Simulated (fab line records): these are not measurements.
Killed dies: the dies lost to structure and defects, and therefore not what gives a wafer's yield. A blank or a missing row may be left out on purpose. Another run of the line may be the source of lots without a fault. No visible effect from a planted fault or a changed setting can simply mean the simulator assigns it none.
A struck lot beside a sound one | flow nand harc | 15 steps out of a route of 1302
Sound: these wafers, L414.1, L414.3, L414.4. Wafers struck: L406.1, L406.2, L406.5. The cause is named last.
Per side, at each step with rows, come the tool, then ch with its chambers, and then its first start. Under that, the readings that differ: sound wafers | struck wafers | difference of the means | sigmas: that difference in standard deviations of wafers without a fault.
alike: words and numbers the same on both sides, and readings whose means are apart by under 2 such deviations; not compared: readings that were withheld, readings missing a value for some wafer, numbers with overlapping values and no deviation given by the record, and bounds like >300 which may hide the same value.
The two part at a step that has a row with sigmas, a row that says differs or no value, or rows on one side only. Numbers that don't overlap but have no deviation are shown without sigmas and don't part them. Lack of a reading on every wafer of one side parts them only where that side has two or more wafers.

first, 4 steps without rows for these wafers: NHARC_A_CONTACT_EBR_65; NHARC_A_CONTACT_EXPOSE_66 (exposes mask A CC 2); NHARC_A_CONTACT_PEB_67 (peb time 65 s); NHARC_A_CONTACT_DEVELOP_68 (develop time 35 s).
NHARC_A_CONTACT_CD_MEAS_69 targets a cd of 300 nm.
  sound on cd sem-03 ch 0, day 31 18:34; struck on cd sem-01 ch 0, day 28 14:58
  alike: cd nm
NHARC_A_CONTACT_OVL_MEAS_70:
  sound: overlay-01 at day 31 18:39; struck: overlay-02 at day 28 15:03
  alike: overlay x nm, overlay y nm
NHARC_A_CONTACT_INSPECT_71:
  sound: defect inspect-01 at day 31 18:41; struck: defect inspect-01 at day 28 15:05
  alike: raw defect count
NHARC_A_CONTACT_DESCUM_74: chemistry O2, time 3 s.
  sound on rie diel-13 ch 0,2,3, day 31 18:45; struck on rie diel-04 ch 0,1, day 28 15:11
  alike: drypump motor current A, oes product au, rf vpp V, showerhead plenum p Torr, throttle valve pct
  not compared: rf hours counter h
NHARC_A_CONTACT_ETCH_75: etches the open film in CF4, target depth 39 nm, time 65 s.
  sound on rie diel-13 ch 0,1,3, day 31 18:50; struck on rie diel-04 ch 1,3, day 28 15:16
  alike: bias w, cf4 flow sccm, drypump motor current A, oes product au, rf vpp V, showerhead plenum p Torr, throttle valve pct
  not compared: rf hours counter h
NHARC_A_CONTACT_ETCH_76: etches the open film in N2/H2, target depth 260 nm, time 475.3 s.
  sound on rie diel-13 ch 0,1,2; struck on rie diel-04 ch 0,1,2
  alike: bias w, chamber pressure mTorr, drypump motor current A, oes product au, rf vpp V, showerhead plenum p Torr, throttle valve pct
  not compared: rf hours counter h
NHARC_A_CONTACT_ETCH_77: etches the open film in CF4/CHF3, target depth 108.9 nm, time 54.5 s.
  sound on rie diel-13 ch 1,2,3; struck on rie diel-04 ch 0,1,3
  alike: bias w, cf4 flow sccm, chf3 flow sccm, drypump motor current A, oes product au, rf vpp V, showerhead plenum p Torr, throttle valve pct
  not compared: rf hours counter h
NHARC_A_CONTACT_ETCH_78: etches the open film in O2/COS, target depth 5300 nm, time 1378 s.
  sound on rie diel-13 ch 0,1,2; struck on rie diel-04 ch 0,2
  alike: bias w, chamber pressure mTorr, cos flow sccm, drypump motor current A, oes product au, rf vpp V, showerhead plenum p Torr, throttle valve pct
  not compared: rf hours counter h
NHARC_A_CONTACT_ETCH_124: etches the open film in C4F8/O2/Ar, time 140 s, target depth 700 nm.
  sound on har cap etch-02 ch 0,1, day 31 20:18; struck on har cap etch-03 ch 0,1, day 28 17:40
  no value came back on the struck wafers for chamber pressure mTorr (mTorr), oes air line au (a.u.); on the sound wafers chamber pressure mTorr (mTorr) reads 20.007 19.993 19.982
  not compared: rf hours counter h
then, 1 step without rows for these wafers: NHARC_A_CONTACT_ETCH_125 (etches the open film in C4F8/O2/Ar, time 197 s, target depth 1918 nm).
-- the record jumps here: 2 days lie between the struck wafers' starts before and after (it left off in module A_CONTACT and takes up again in module END, whose first step shown is number 1302 of the route) --
NHARC_END_SORT_01:
  at this point the record logs the struck wafers (prober-01 ch 0, day 31 02:34) and has no rows for the sound ones

WHERE THEY PART
Earliest at NHARC_A_CONTACT_ETCH_124; latest, in this record, at NHARC_END_SORT_01.

WHY: what had been put in by the simulator
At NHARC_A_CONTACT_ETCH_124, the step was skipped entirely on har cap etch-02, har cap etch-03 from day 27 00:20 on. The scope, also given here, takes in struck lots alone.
